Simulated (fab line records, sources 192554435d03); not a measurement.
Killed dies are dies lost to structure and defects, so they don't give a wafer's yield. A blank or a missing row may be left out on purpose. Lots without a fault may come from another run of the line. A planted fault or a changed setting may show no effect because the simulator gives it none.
Which tool did it? | flow n5_finfet | 11 lots, 33 wafers sampled, at 2 steps of a route of 1938

WHAT THE GAUGES READ, wafer by wafer
N5_BEOL_M1_OVL_MEAS_29.
lot  | measured     | on         | V0_OVL (nm)
L479 | day 6 05:01  | overlay-02 | 0.8 0.0 0.8
L481 | day 6 12:11  | overlay-01 | 0.6 0.5 0.2
L482 | day 6 18:22  | overlay-01 | 0.2 1.1 0.1
L485 | day 7 11:04  | overlay-01 | 0.3 0.8 2.0
L486 | day 7 16:53  | overlay-02 | 0.1 0.1 -0.5
L487 | day 8 01:01  | overlay-01 | 1.7 1.7 0.4
L490 | day 9 08:13  | overlay-01 | 7.5 6.3 6.0
L492 | day 10 07:53 | overlay-01 | 7.1 6.3 7.3
L499 | day 11 07:33 | overlay-02 | -0.1 -1.1 -0.1
L500 | day 11 13:59 | overlay-01 | -0.3 -0.4 0.7
L501 | day 11 20:13 | overlay-01 | 0.3 -0.2 0.0

WHICH TOOL RAN EACH LOT (tool, then ch and the chambers of the sampled wafers, then the start)
lot  | N5_BEOL_M1_EXPOSE_25
L479 | euv_scanner-02 ch 0, day 6 04:50
L481 | euv_scanner-01 ch 0, day 6 12:01
L482 | euv_scanner-02 ch 0, day 6 18:11
L485 | euv_scanner-01 ch 0, day 7 10:54
L486 | euv_scanner-02 ch 0, day 7 16:43
L487 | euv_scanner-02 ch 0, day 8 00:50
L490 | euv_scanner-01 ch 0, day 9 08:02
L492 | euv_scanner-01 ch 0, day 10 07:43
L499 | euv_scanner-02 ch 0, day 11 07:22
L500 | euv_scanner-02 ch 0, day 11 13:49
L501 | euv_scanner-02 ch 0, day 11 20:03
- N5_BEOL_M1_EXPOSE_25: exposes mask V0, defocus 5 nm, target cd 24 nm.

THE ANSWER, worked out from the rows above alone
Rule: what is usual is taken from the lots themselves. Put in order of their means at a reading, lots are off if they are a third of the lots or fewer, leave a main group of 4 or more, and stand apart from it by a gap of 3 or more times the standard deviation of the main group's means; of several such gaps the widest counts. A main group whose means are all the same, to the digits that the tables above print for the reading, isn't used. A lot without any number at a reading at which 4 lots or more have one is off too. The other lots that the step has rows for count as sound.
Off: L490, L492, at N5_BEOL_M1_OVL_MEAS_29 (V0_OVL). The main group: mean 0.4 nm, standard deviation 0.52.
A tool fits if, at a process step before that reading, it ran every lot that is off, and no sound lot after the first of them. The gauges at N5_BEOL_M1_OVL_MEAS_29 are tried like those tools. One fits: euv_scanner-01 at N5_BEOL_M1_EXPOSE_25. Its last sound lot is L485 (day 7 10:54), its first lot that is off L490 (day 9 08:02): a fault that began between those two fits.

WHAT THE SIMULATOR HAD PUT IN
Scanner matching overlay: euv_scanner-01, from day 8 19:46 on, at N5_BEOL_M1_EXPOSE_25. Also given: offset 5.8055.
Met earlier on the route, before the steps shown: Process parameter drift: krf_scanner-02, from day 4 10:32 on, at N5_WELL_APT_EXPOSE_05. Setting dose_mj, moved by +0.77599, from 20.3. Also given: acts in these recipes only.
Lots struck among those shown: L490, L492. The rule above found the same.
